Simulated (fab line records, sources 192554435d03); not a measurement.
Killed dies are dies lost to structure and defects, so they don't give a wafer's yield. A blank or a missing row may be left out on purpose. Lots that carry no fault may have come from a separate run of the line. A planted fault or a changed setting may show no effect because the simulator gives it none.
Matching of chambers | flow n5Finfet | N5_DUMMY_GATE_ALD_02 on aldSin-03 has 4 sister chambers
The step deposits SiO2, target thk 2 nm, pulse time 1 s. 8 wafers are shown with their chamber, then 9 later ones without.

WAFERS PAIRED WITH THEIR CHAMBERS
wafer  | chamber | heaterPowerW (W) | precursorPulseHeightRel
L074.2 | 3       | 461              | 1.004
L086.1 | 1       | 422              | 0.959
L086.2 | 3       | 436              | 1.003
L088.2 | 0       | 523              | 1.018
L088.5 | 2       | 474              | 1.033
L091.1 | 2       | 490              | 1.004
L091.2 | 1       | 427              | 1.003
L091.4 | 0       | 527              | 1.008

WAFERS WITH NO CHAMBER GIVEN
wafer  | heaterPowerW (W) | precursorPulseHeightRel
L092.4 | 490              | 1.015
L092.5 | 528              | 0.990
L092.6 | 453              | 1.028
L094.1 | 521              | 1.010
L094.2 | 421              | 0.977
L094.3 | 445              | 0.990
L096.1 | 468              | 1.003
L096.5 | 422              | 1.006
L096.6 | 496              | 1.017

THE CHAMBER EACH PASSED THROUGH
wafer  | from the rows above     | in truth
L092.4 | 2                       | 2
L092.5 | 0                       | 0
L092.6 | can't be placed: 3 or 2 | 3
L094.1 | 0                       | 0
L094.2 | 1                       | 1
L094.3 | can't be placed: 3 or 1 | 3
L096.1 | can't be placed: 2 or 3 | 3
L096.5 | can't be placed: 1 or 3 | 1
L096.6 | can't be placed: 2 or 0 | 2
Placed correctly: 4 of 9. Can't be placed from these rows: 5 (the true chamber is among the candidates in 5). Placed wrongly: 0.
How it was worked out, from the rows above alone: a wafer's distance from a chamber is the root of the sum, over the readings, of the square of ((its reading less the chamber's mean) divided by the reading's scatter). The wafer belongs to the nearest chamber; if the next one is less than 2 further off, it can't be placed. A chamber's mean is the mean of its shown wafers. How the scatter is found: for the shown wafers, subtract from each reading the mean of its chamber, square and add these, divide the total by (wafers less chambers), then take the root.
